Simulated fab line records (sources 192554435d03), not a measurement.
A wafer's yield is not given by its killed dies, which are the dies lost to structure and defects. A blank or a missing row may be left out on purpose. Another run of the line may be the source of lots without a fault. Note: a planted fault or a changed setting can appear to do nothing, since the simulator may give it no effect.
fab line records	flow n5-finfet
[record] lots = 6	wafers = 16	last-day = 17
route steps=1938 shown MOL_CONTACT_COAG@576 PASSIVATION@1936
lots that met no fault: taken from a fault-free run of the same line
start-h: hours from the record's opening day to when the first of the lot's shown wafers began	wait-h: hours from the lot's prior step to this one	" as in the row above	L1.1+2: a single row standing in for several wafers	- value missing, or start not given	* or withheld: withheld	< > ~ a bound
route shown NAME@n: NAME is a module with steps in the file, n the number in the route of the first one	usual: mean and standard deviation over wafers with no fault	same: alike in all rows	chamber/n: place in a boat	sites: readings site by site	_std_site: standard deviation of those values	_edge_site: the outer-site mean with the inner-site mean subtracted	radius-mm: for every site, how far away it sits from the centre of the wafer	mask NAME#n: copy n	behind: the last tool/chamber to shape the wafer	hold: reason for holding the lot/hours on hold/outcome of the hold	device: the transistor (n, p or np) that didn't switch	end of line: at the end of the route, the tests of the same wafers	a step without rows: its recipe alone	killed: not the wafer's yield, but the dies lost to structure and defects at the first sort	map: dies across one wafer; x = killed, . = not, _ = none there
set.NAME: the setting as run; set.NAME@STEP: as run at that earlier step	model.NAME: the simulator's own value behind a step, which no gauge read
lots seen at some steps along the route; tables by step, rows by wafer
services: the hour from which a tool's chamber was out of use, counted from the record's first day as start-h (under 0 if before that day), plus the number of hours and why
[[steps]]
[step N5_MOL_CONTACT_COAG_DESCUM_88]
[recipe] chemistry = O2	time-s = 7	source-power-w = 50	bias-power-w = 20	pressure-mtorr = 20	rf-frequency-hz = 2.712e+07	temp-c = 40	resist = CAR-EUV	o2-flow-sccm = 225
[usual] drypump-motor-current-A = 5.6/0.48	oes-product-au = 0.81/0.086	rf-vpp-V = 243.2/1.1	showerhead-plenum-p-Torr = 2.09/0.048	throttle-valve-pct = 20.33/0.24
[same] time-s = 7
lot.wafer	tool	chamber	start-h	wait-h	drypump-motor-current-A	oes-product-au	rf-hours-counter-h	rf-vpp-V	showerhead-plenum-p-Torr	throttle-valve-pct
L157.2	rie-diel-02	3	102.65	0.0	5.9	0.94	15	245.1	2.23	20.13
L157.4	"	3	"	"	5.9	0.94	-	245.0	2.23	20.11
L157.5	"	0	"	"	5.0	0.68	-	242.1	1.98	20.64
L171.2	rie-diel-04	1	184.79	0.0	5.5	0.71	200	244.0	2.08	20.58
L171.5	"	0	"	"	6.3	0.83	-	243.1	2.13	19.93
L172.2	rie-diel-04	3	187.85	0.0	5.5	0.79	115	243.2	2.11	20.41
L172.4	"	2	"	"	5.1	0.89	45	243.4	2.12	20.08
L174.1	rie-diel-02	2	203.42	0.9	5.0	0.79	114	242.3	2.10	20.60
L174.3	"	3	"	"	5.9	0.88	51	245.4	2.22	20.16
L174.4	"	1	"	"	6.7	0.91	35	242.2	2.05	20.28
L177.3	rie-diel-06	3	223.63	0.0	5.0	0.70	242	243.1	2.06	20.63
L177.4	"	0	"	"	5.9	0.71	-	244.5	2.06	20.35
L177.5	"	3	"	"	5.0	0.70	-	242.7	2.06	20.63
L179.1	rie-diel-06	2	234.32	0.8	6.0	0.83	65	242.2	2.04	20.39
L179.3	"	3	"	"	5.0	0.69	247	243.9	2.06	20.62
L179.6	"	3	"	"	5.0	0.69	-	240.7	2.06	20.64
[step N5_MOL_CONTACT_COAG_ETCH_89]
[recipe] chemistry = N2/H2	target = underlayer	target-depth-a = 130	mask-material = CAR-EUV	time-s = 10.4	ion-energy-ev = 200	pressure-mtorr = 30	source-w = 840	bias-w = 150	n2-flow-sccm = 200	h2-flow-sccm = 200	ends = cleared
[step N5_MOL_CONTACT_COAG_ETCH_90]
[recipe] chemistry = CF4	target = SiARC	target-depth-a = 130	mask-material = CAR-EUV	time-s = 21.7	ion-energy-ev = 80	pressure-mtorr = 40	source-w = 545	bias-w = 36	Ar_flow_sccm = 100	cf4-flow-sccm = 100	ends = cleared
[usual] drypump-motor-current-A = 5.6/0.48	etch-rf-on-time-s = 21.5/0.4	oes-product-au = 0.69/0.073	rf-vpp-V = 184.1/1.1	showerhead-plenum-p-Torr = 2.14/0.048	throttle-valve-pct = 15.52/0.23
lot.wafer	tool	chamber	start-h	wait-h	drypump-motor-current-A	etch-rf-on-time-s	oes-product-au	rf-hours-counter-h	rf-vpp-V	showerhead-plenum-p-Torr	throttle-valve-pct
L157.2	rie-diel-02	3	102.70	0.0	5.9	21.4	0.80	15	184.8	2.27	15.27
L157.4	"	3	"	"	5.9	21.2	0.81	-	187.3	2.27	15.28
L157.5	"	0	"	"	5.0	22.2	0.58	-	181.9	2.04	15.90
L171.2	rie-diel-04	1	184.84	0.0	5.5	21.6	0.61	200	183.8	2.12	15.71
L171.5	"	0	"	"	6.3	21.5	0.72	-	184.5	2.18	15.14
L172.2	rie-diel-04	3	187.91	0.0	5.5	21.4	0.67	115	183.7	2.15	15.60
L172.4	"	2	"	"	5.2	20.6	0.78	45	186.9	2.18	15.30
L174.1	rie-diel-02	2	203.47	0.0	5.0	21.5	0.67	114	185.0	2.15	15.77
L174.3	"	3	"	"	5.9	21.2	0.76	51	186.6	2.26	15.36
L174.4	"	1	"	"	6.7	21.5	0.78	35	184.2	2.09	15.36
L177.3	rie-diel-06	3	223.68	0.0	5.0	21.9	0.60	242	183.7	2.11	15.86
L177.4	"	0	"	"	5.8	21.5	0.60	-	184.0	2.12	15.67
L177.5	"	3	"	"	5.0	22.1	0.59	-	183.6	2.11	15.87
L179.1	rie-diel-06	2	234.38	0.0	6.1	21.8	0.70	65	183.6	2.08	15.49
L179.3	"	3	"	"	5.0	21.8	0.61	247	185.3	2.11	15.87
L179.6	"	3	"	"	5.0	21.7	0.59	-	183.2	2.11	15.87
[step N5_MOL_CONTACT_COAG_ALD_131]
[recipe] material = SiO2	target-thk-a = 50	temp-c = 100	ald-precursor-family = BDEAS	ald-co-reactant = O2-plasma	pulse-time-s = 1	co-reactant-pulse-time-s = 1	purge-time-s = 2	co-reactant-purge-time-s = 2	ald-cycles = 35	pressure-torr = 2
[usual] chamber-pressure-Torr = 2.000/0.0046	heater-power-w = 80/8.3	precursor-pulse-height-rel = 0.999/0.021
lot.wafer	tool	chamber	start-h	wait-h	chamber-pressure-Torr	heater-power-w	precursor-pulse-height-rel
L157.2	ald-sin-02	0	102.78	0.1	2.000	70	1.000
L157.4	"	1	"	"	1.999	79	0.971
L157.5	"	0	"	"	2.003	65	0.978
L171.2	ald-sin-02	0	184.92	0.1	1.998	67	1.045
L171.5	"	0	"	"	1.996	67	1.024
L172.2	ald-sin-03	1	187.99	0.1	1.997	83	1.008
L172.4	"	0	"	"	2.000	77	1.034
L174.1	ald-sin-04	2	203.55	0.1	2.004	84	0.990
L174.3	"	1	"	"	1.998	91	0.956
L174.4	"	1	"	"	2.002	88	0.991
L177.3	ald-sin-02	3	224.78	1.1	2.000	69	0.994
L177.4	"	1	"	"	2.007	81	1.022
L177.5	"	1	"	"	2.010	81	1.012
L179.1	ald-sin-02	1	234.62	0.2	1.999	79	1.020
L179.3	"	2	"	"	1.996	78	0.963
L179.6	"	2	"	"	1.998	77	0.970
[step N5_MOL_CONTACT_COAG_ETCHBACK_132]
[recipe] chemistry = CHF3	target = SiO2	target-depth-a = 100	time-s = 6.7	ion-energy-ev = 200	pressure-mtorr = 30	source-w = 610	bias-w = 170	Ar_flow_sccm = 200	CHF3_flow_sccm = 50
[usual] drypump-motor-current-A = 5.6/0.54	oes-product-au = 0.82/0.09	rf-vpp-V = 523/5.5	showerhead-plenum-p-Torr = 2.39/0.064	throttle-valve-pct = 18.64/0.21
[same] time-s = 6.7
lot.wafer	tool	chamber	start-h	wait-h	drypump-motor-current-A	oes-product-au	rf-hours-counter-h	rf-vpp-V	showerhead-plenum-p-Torr	throttle-valve-pct
L157.2	rie-diel-02	3	102.96	0.1	5.9	0.94	15	531	2.53	18.39
L157.4	"	0	"	"	5.0	0.67	-	516	2.27	19.01
L157.5	"	3	"	"	5.9	0.95	-	531	2.53	18.37
L171.2	rie-diel-02	2	185.10	0.1	5.0	0.79	108	521	2.38	18.85
L171.5	"	0	"	"	5.0	0.95	-	524	2.54	18.60
L172.2	rie-diel-02	0	188.17	0.1	5.0	0.96	3	524	2.54	18.62
L172.4	"	2	"	"	5.0	0.79	108	519	2.38	18.83
L174.1	rie-diel-04	2	203.84	0.2	5.1	0.89	51	523	2.42	18.47
L174.3	"	1	"	"	5.5	0.71	207	520	2.35	18.81
L174.4	"	0	"	"	6.2	0.83	63	531	2.42	18.27
L177.3	rie-diel-04	1	225.10	0.2	5.5	0.71	215	519	2.35	18.85
L177.4	"	2	"	"	5.2	0.89	58	523	2.42	18.48
L177.5	"	3	"	"	5.5	0.78	-	529	2.40	18.77
L179.1	rie-diel-06	0	235.01	0.3	5.8	0.71	227	522	2.36	18.78
L179.3	"	3	"	"	5.0	0.70	247	517	2.34	18.92
L179.6	"	1	"	"	5.3	0.88	-	524	2.42	18.70
[step N5_MOL_CONTACT_COAG_ETCH_91]
[recipe] chemistry = N2/H2	target = SOC	target-depth-a = 600	overetch-a = 210	mask-material = SiARC	temp-c = 40	time-s = 101.2	ion-energy-ev = 200	pressure-mtorr = 30	source-w = 840	bias-w = 150	n2-flow-sccm = 200	h2-flow-sccm = 200
[step N5_MOL_CONTACT_COAG_STRIP_92]
[recipe] chemistry = N2/H2	temp-c = 40	n2-flow-sccm = 200	h2-flow-sccm = 200	rf-frequency-hz = 6e+07
[step N5_MOL_CONTACT_COAG_STRIP_93]
[recipe] chemistry = N2/H2	temp-c = 40	n2-flow-sccm = 200	h2-flow-sccm = 200	rf-frequency-hz = 6e+07
[step N5_MOL_CONTACT_COAG_ETCHBACK_135]
[recipe] chemistry = CHF3	target = SiO2	target-depth-a = 250	time-s = 16.7	ion-energy-ev = 200	pressure-mtorr = 30	source-w = 610	bias-w = 170	Ar_flow_sccm = 200	CHF3_flow_sccm = 50
[step N5_MOL_CONTACT_COAG_STRIP_118]
[recipe] chemistry = CHF3	resist = SiARC	rf-frequency-hz = 6e+07
[step N5_MOL_CONTACT_COAG_VIA_ETCH_46]
[recipe] chemistry = C4F6/O2	target-depth-a = 460	overetch-a = 92	mask-material = SOC	target = SiO2	bias-w = 455	pressure-mtorr = 10	time-s = 40	source-w = 325	Ar_flow_sccm = 300	C4F6_flow_sccm = 10	O2_flow_sccm = 10	ion-energy-ev = 575.3	ends = end-point
[step N5_MOL_CONTACT_COAG_STRIP_96]
[recipe] chemistry = N2/H2	power-w = 500	temp-c = 40	pressure-mtorr = 50	rf-frequency-hz = 6e+07	overash-fraction = 0.3	bias-power-w = 28	h2-frac = 0.5	n2-flow-sccm = 300	h2-flow-sccm = 300
[usual] drypump-motor-current-A = 5.6/0.54	oes-product-au = 0.82/0.09	rf-vpp-V = 122.0/1.2	showerhead-plenum-p-Torr = 3.38/0.09	throttle-valve-pct = 18.9/0.31
[same] overash-fraction = 0.3
lot.wafer	tool	chamber	start-h	wait-h	drypump-motor-current-A	oes-product-au	rf-hours-counter-h	rf-vpp-V	showerhead-plenum-p-Torr	throttle-valve-pct
L157.2	rie-diel-02	3	103.18	0.0	5.9	0.95	15	124.6	3.57	18.7
L157.4	"	0	"	"	5.0	0.68	-	120.2	3.18	19.1
L157.5	"	3	"	"	5.9	0.94	-	122.8	3.57	18.7
L171.2	rie-diel-02	2	185.33	0.0	5.0	0.79	108	122.6	3.39	19.3
L171.5	"	0	"	"	5.0	0.96	-	121.9	3.58	18.7
L172.2	rie-diel-02	0	188.39	0.0	5.0	0.95	3	121.4	3.58	18.7
L172.4	"	2	"	"	5.0	0.78	109	121.3	3.39	19.3
L174.1	rie-diel-04	2	204.06	0.0	5.2	0.89	51	122.4	3.40	18.7
L174.3	"	1	"	"	5.5	0.71	207	120.4	3.33	19.3
L174.4	"	0	"	"	6.3	0.83	63	122.8	3.40	18.2
L177.3	rie-diel-04	1	225.32	0.0	5.6	0.70	215	122.4	3.33	19.3
L177.4	"	2	"	"	5.2	0.89	58	122.7	3.39	18.7
L177.5	"	3	"	"	5.5	0.77	-	120.7	3.37	19.1
L179.1	rie-diel-06	0	235.24	0.0	5.8	0.71	227	119.7	3.32	19.0
L179.3	"	3	"	"	5.0	0.70	248	120.6	3.32	19.3
L179.6	"	1	"	"	5.3	0.88	-	121.6	3.42	18.7
[step N5_MOL_CONTACT_COAG_ETCH_47]
[recipe] chemistry = CH3F/O2	target = SiNx	target-depth-a = 270	mask-material = SiO2	stop-on = W	over-etch-frac = 0.2	ion-energy-ev = 120	endpoint = OES-CN	pressure-mtorr = 30	source-w = 395	bias-w = 73	Ar_flow_sccm = 150	CH3F_flow_sccm = 30	O2_flow_sccm = 20	ends = end-point
[usual] drypump-motor-current-A = 5.6/0.54	etch-rf-on-time-s = 31.0/0.49	oes-product-au = 0.74/0.08	over-etch-frac = 0.2/0	rf-vpp-V = 296.8/2.9	showerhead-plenum-p-Torr = 2.01/0.056	throttle-valve-pct = 16.26/0.21
lot.wafer	tool	chamber	start-h	wait-h	drypump-motor-current-A	etch-rf-on-time-s	oes-product-au	over-etch-frac	rf-hours-counter-h	rf-vpp-V	showerhead-plenum-p-Torr	throttle-valve-pct	model.etch.over-etch-s
L157.2	rie-diel-02	3	103.22	0.0	5.9	30.5	0.84	0.2	15	300.2	2.13	16.01	5.093
L157.4	"	0	"	"	5.0	31.7	0.61	0.2	-	293.2	1.90	16.63	5.277
L157.5	"	3	"	"	5.9	30.8	0.84	0.2	-	302.0	2.13	16.01	5.138
L171.2	rie-diel-02	2	185.37	0.0	4.9	34.8	0.67	0.32644	108	294.5	2.00	16.47	8.559
L171.5	"	0	"	"	5.0	31.0	0.85	0.2	-	297.7	2.14	16.19	5.159
L172.2	rie-diel-02	0	188.43	0.0	5.0	34.7	0.81	0.32644	3	297.7	2.14	16.20	8.537
L172.4	"	2	"	"	4.9	31.5	0.70	0.2	109	295.4	2.00	16.46	5.245
L174.1	rie-diel-04	2	204.10	0.0	5.2	30.2	0.79	0.2	51	297.6	2.04	16.08	5.039
L174.3	"	1	"	"	5.5	31.6	0.64	0.2	207	296.0	1.97	16.47	5.267
L174.4	"	0	"	"	6.2	30.9	0.74	0.2	63	300.8	2.04	15.91	5.146
L177.3	rie-diel-04	1	225.36	0.0	5.5	31.2	0.63	0.2	215	296.0	1.97	16.48	5.207
L177.4	"	2	"	"	5.1	29.8	0.80	0.2	58	296.4	2.03	16.10	4.968
L177.5	"	3	"	"	5.5	31.0	0.70	0.2	-	299.6	2.01	16.39	5.172
L179.1	rie-diel-06	0	235.28	0.0	5.8	31.0	0.62	0.2	227	295.4	1.98	16.42	5.172
L179.3	"	3	"	"	5.0	31.7	0.62	0.2	248	294.5	1.97	16.58	5.285
L179.6	"	1	"	"	5.3	31.5	0.79	0.2	-	297.6	2.04	16.30	5.247
[step N5_MOL_CONTACT_COAG_STRIP_119]
[recipe] chemistry = N2/H2	time-s = 30	power-w = 1000	temp-c = 250	pressure-mtorr = withheld	n2-flow-sccm = 1750	h2-flow-sccm = 3250
[step N5_PASSIVATION_PROBE_49]
[usual] killed_at_M0_to_M3 = 33/8.9	killed_at_M4_up = 15/5.4	killed-at-contacts = 13/5.8	killed-at-front-end = 39/9.9	killed-at-other = 3.2/2.9	killed-dies = 102/15	killed-open = 68/12	killed-short = 34/7.6
[same] gross-dies = 1180	killed-at-back-side = 0
lot.wafer	tool	chamber	start-h	wait-h	killed_at_M0_to_M3	killed_at_M4_up	killed-at-contacts	killed-at-front-end	killed-at-other	killed-dies	killed-open	killed-short
L174.1	prober-02	-	364.73	0.0	39	12	20	55	3	129	82	46
L174.3	prober-02	-	364.83	0.1	51	13	11	44	0	119	82	36
L174.4	prober-02	-	364.88	0.2	27	10	14	35	0	86	55	29
// killed by level:class
L174.1 MOL_CONTACT_COAG:geometric-particle:open=12 FIN_SAQP:geometric-particle:open=10 STI_FIN_REVEAL:geometric-particle:open=10 MOL_CONTACT_COAG:geometric-particle:short=8 GATE_CUT:geometric-particle:short=7 BEOL_M0_SAQP:geometric-particle:short=7 BEOL_M1:geometric-particle:open=7 FIN_SAQP:geometric-particle:short=6
L174.3 BEOL_M3:geometric-particle:open=17 BEOL_M0_SAQP:geometric-particle:short=12 BEOL_M1:geometric-particle:open=9 BEOL_M0_SAQP:geometric-particle:open=9 FIN_SAQP:geometric-particle:short=7 MOL_CONTACT_COAG:geometric-particle:open=7 FIN_SAQP:geometric-particle:open=6 BEOL_M4:geometric-particle:open=6
L174.4 MOL_CONTACT_COAG:geometric-particle:open=12 GATE_CUT:geometric-particle:short=7 BEOL_M1:geometric-particle:open=7 STI_FIN_REVEAL:geometric-particle:open=6 GATE_CUT:geometric-particle:open=6 BEOL_M2:geometric-particle:open=6 BEOL_M1:geometric-particle:short=5 BEOL_M3:geometric-particle:open=4
[[services]]
tool	chamber	start-h	hours	kind
ald-sin-02	3	84.38	4.8	repair
rie-diel-02	1	85.19	-	clean
rie-diel-02	1	85.19	-	consumable-replace:focus-ring
rie-diel-02	1	85.19	23.3	scheduled-down
rie-diel-02	1	85.19	23.3	vent-cycle
ald-sin-03	-	87.07	14.0	pm
ald-sin-04	0	102.95	12.7	repair
rie-diel-04	1	107.47	3.4	repair
ald-sin-02	3	122.06	3.6	repair
ald-sin-02	-	134.01	14.6	pm
ald-sin-03	1	141.84	10.6	repair
ald-sin-03	-	144.84	14.6	pm
ald-sin-02	-	148.61	6.1	pm
rie-diel-06	-	153.59	1.2	repair
rie-diel-02	0	162.16	-	clean
rie-diel-02	0	162.16	-	consumable-replace:focus-ring
rie-diel-02	0	162.16	-	consumable-replace:showerhead
ald-sin-03	-	167.85	0.5	repair
rie-diel-06	1	175.24	16.7	repair
ald-sin-04	0	179.12	45.6	repair
rie-diel-02	3	196.56	2.4	repair
rie-diel-02	-	217.41	0.9	repair
rie-diel-02	-	221.67	28.1	pm
ald-sin-02	0	232.86	3.7	repair
[[key]]
[first-sign] step = N5_MOL_CONTACT_COAG_ETCH_47	reading = over-etch-frac	direction = up	sigmas = 99+	usual = 0.2	struck = 0.32644
[effect] step = N5_MOL_CONTACT_COAG_ETCH_47	reading = etch-rf-on-time-s	direction = up	sigmas = 7.7	usual = *	struck = *
[model-effect] step = N5_MOL_CONTACT_COAG_ETCH_47	value = etch.over-etch-s	without = 5.237	struck = 8.548
met-at N5_MOL_CONTACT_COAG_ETCH_47
struck-wafers L171.2,L172.2
tester-left-out L171,L172
onset-between 103.22 185.37
[fault] kind = process-parameter-drift	tool = rie-diel-02	chamber = -	onset-h = 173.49	steps = N5_MOL_CONTACT_COAG_ETCH_47	channel = over-etch-frac	offset = 0.12644	shape = step	end-h = 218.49	scope = struck-wafers-only	acts-in = these-recipes-only	stated = 0.2
// tester-left-out: of these lots the tester's yield and bins aren't shown, on N5 and GAA mostly nor the transistor test; their killed dies are dies lost to structure and defects alone, not to doping, threshold or leakage, so they don't give the yield
